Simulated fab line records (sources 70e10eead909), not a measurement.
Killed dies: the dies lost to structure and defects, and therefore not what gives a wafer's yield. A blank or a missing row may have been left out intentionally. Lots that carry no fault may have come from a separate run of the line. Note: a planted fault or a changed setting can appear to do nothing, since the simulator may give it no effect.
Chamber matching + flow nandHarc + 4 sister chambers for NHARC_A_STAIRCASE_TRIM_196 on rieDiel-11
The step chemistry O2, time 211.2 s. 8 wafers are shown with their chamber, then 11 later ones without.

## EACH WAFER AND ITS CHAMBER
| wafer  | chamber | showerheadPlenumPTorr (Torr) | drypumpMotorCurrentA (A) |
|--------|---------|------------------------------|--------------------------|
| L082.6 | 0       | 3.28                         | 6.2                      |
| L085.4 | 3       | 3.42                         | 6.4                      |
| L087.4 | 2       | 3.40                         | 5.6                      |
| L087.6 | 3       | 3.42                         | 6.4                      |
| L086.2 | 2       | 3.40                         | 5.5                      |
| L086.3 | 1       | 3.64                         | 5.3                      |
| L086.6 | 1       | 3.64                         | 5.3                      |
| L091.2 | 0       | 3.27                         | 6.2                      |

## WAFERS WITHOUT THEIR CHAMBER
| wafer  | showerheadPlenumPTorr (Torr) | drypumpMotorCurrentA (A) |
|--------|------------------------------|--------------------------|
| L091.3 | 3.64                         | 5.3                      |
| L091.6 | 3.64                         | 5.3                      |
| L094.1 | 3.41                         | 6.4                      |
| L094.2 | 3.39                         | 5.5                      |
| L094.3 | 3.64                         | 5.3                      |
| L095.2 | 3.64                         | 5.3                      |
| L095.3 | 3.26                         | 6.2                      |
| L095.6 | 3.26                         | 6.3                      |
| L097.2 | 3.41                         | 6.5                      |
| L097.4 | 3.63                         | 5.3                      |
| L097.6 | 3.63                         | 5.3                      |

## THE CHAMBER EACH PASSED THROUGH
| wafer  | from the rows above | in truth |
|--------|---------------------|----------|
| L091.3 | 1                   | 1        |
| L091.6 | 1                   | 1        |
| L094.1 | 3                   | 3        |
| L094.2 | 2                   | 2        |
| L094.3 | 1                   | 1        |
| L095.2 | 1                   | 1        |
| L095.3 | 0                   | 0        |
| L095.6 | 0                   | 0        |
| L097.2 | 3                   | 3        |
| L097.4 | 1                   | 1        |
| L097.6 | 1                   | 1        |
Correct placement for 11 of the 11. Number that these rows cannot place: 0. 0 placed wrongly.
How it was worked out, from the rows above alone: a wafer's distance from a chamber is the root of the sum, over the readings, of the square of ((its reading less the chamber's mean) divided by the reading's scatter). The wafer belongs to the nearest chamber; if the next one is less than 2 further off, it can't be placed. A chamber's mean is the mean of its shown wafers. The scatter is the square root of a quotient: the sum, over the shown wafers, of each reading's squared deviation from its chamber's mean, divided by wafers minus chambers.
